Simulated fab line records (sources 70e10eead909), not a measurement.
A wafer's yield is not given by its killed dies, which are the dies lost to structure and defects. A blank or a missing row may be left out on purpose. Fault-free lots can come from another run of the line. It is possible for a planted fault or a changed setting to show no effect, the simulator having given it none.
A struck lot beside a sound one || flow nand-harc || 15 steps out of a route of 1302
Sound: the wafers L324.2, L324.3, L324.6. Struck: wafer L334.2 (L334.4, L334.5, from the same lot, were not struck and are left out); the cause is given at the end.
For every step that has rows: the tool of each side, followed by ch and its chambers, followed by its first start. Under that, the readings that differ: sound wafers || struck wafers || difference of the means || sigmas: that difference in standard deviations of wafers without a fault.
alike: readings whose means differ by less than 2 such deviations, and words and numbers that are the same on both sides. not compared: withheld readings, readings that some wafer has no value for, bounds like >300 that may hide the same value, and numbers for which the record gives no deviation and whose values overlap.
Wherever a step has rows on one side only, a row that says differs or no value, or a row with sigmas, the two part there. Numbers that don't overlap but have no deviation are shown without sigmas and don't part them. A reading missing from all wafers of one side parts the sides only when that side holds two or more wafers.

first, 8 steps without rows for these wafers: NHARC_A_CHANNEL_HOLE_D2_COAT_36 (time 75 s); NHARC_A_CHANNEL_HOLE_D2_COAT_37 (time 65 s); NHARC_A_CHANNEL_HOLE_D2_COAT_04 (resist thk 90 nm); NHARC_A_CHANNEL_HOLE_D2_SOFTBAKE_05 (time 55 s); NHARC_A_CHANNEL_HOLE_D2_EBR_06; NHARC_A_CHANNEL_HOLE_D2_EXPOSE_07 (exposes mask HOLE D2, target cd 100 nm); NHARC_A_CHANNEL_HOLE_D2_PEB_08 (peb time 65 s); NHARC_A_CHANNEL_HOLE_D2_DEVELOP_09 (develop time 35 s).
NHARC_A_CHANNEL_HOLE_D2_CD_MEAS_10: target cd 100 nm.
  sound on cd-sem-02 ch 0, day 15 04:54; struck on cd-sem-02 ch 0, day 19 02:55
  alike: cd-nm
NHARC_A_CHANNEL_HOLE_D2_OVL_MEAS_11:
  sound on overlay-02, day 15 04:59; struck on overlay-01, day 19 02:59
{"reading": "overlay-y-nm (nm)", "sound": "0.9 0.4 0.0", "struck": -1.7, "difference": -2.1, "sigmas": -2}
  alike: overlay-x-nm
NHARC_A_CHANNEL_HOLE_D2_INSPECT_12:
  sound on defect-inspect-01, day 15 05:01; struck on defect-inspect-02, day 19 03:02
  alike: raw-defect-count
NHARC_A_CHANNEL_HOLE_D2_DESCUM_15: chemistry O2, time 3 s.
  sound on rie-diel-05 ch 0,3, day 15 05:05; struck on rie-diel-01 ch 2, day 19 03:06
{"reading": "oes-product-au (a.u.)", "sound": "1.010 1.000 0.999", "struck": 0.979, "difference": -0.024, "sigmas": -2}
  alike: drypump-motor-current-A, rf-vpp-V, showerhead-plenum-p-Torr, throttle-valve-pct
  not compared: rf-hours-counter-h
NHARC_A_CHANNEL_HOLE_D2_ETCH_38: etches the open film in CF4, target depth 39 nm, time 65 s.
  sound on rie-diel-05 ch 0,1,3, day 15 05:11; struck on rie-diel-01 ch 2, day 19 03:10
{"reading": "oes-product-au (a.u.)", "sound": "0.993 1.017 1.004", "struck": 0.837, "difference": -0.168, "sigmas": -15}
  alike: drypump-motor-current-A, rf-vpp-V, showerhead-plenum-p-Torr, throttle-valve-pct
  not compared: rf-hours-counter-h
NHARC_A_CHANNEL_HOLE_D2_ETCH_39: etches the open film in N2/H2, target depth 260 nm, time 325 s.
  sound on rie-diel-05 ch 1,2; struck on rie-diel-01 ch 2
{"reading": "rf-vpp-V (V)", "sound": "430.9 434.6 434.9", "struck": 428.0, "difference": -5.5, "sigmas": -2}
  alike: drypump-motor-current-A, n2-flow-sccm, oes-product-au, showerhead-plenum-p-Torr, throttle-valve-pct
  not compared: rf-hours-counter-h
-- the record jumps here: 11 days lie between the struck wafers' starts before and after (it left off in module A_CHANNEL_HOLE_D2 and takes up again in module END, whose first step shown is number 1302 of the route) --
NHARC_END_SORT_01:
  at this point the record logs the struck wafers (prober-01 ch 0, day 29 23:33) and has no rows for the sound ones

== WHERE THEY PART ==
Last at NHARC_END_SORT_01 as far as this record goes, first at NHARC_A_CHANNEL_HOLE_D2_OVL_MEAS_11.

WHY: whatever the simulator had introduced
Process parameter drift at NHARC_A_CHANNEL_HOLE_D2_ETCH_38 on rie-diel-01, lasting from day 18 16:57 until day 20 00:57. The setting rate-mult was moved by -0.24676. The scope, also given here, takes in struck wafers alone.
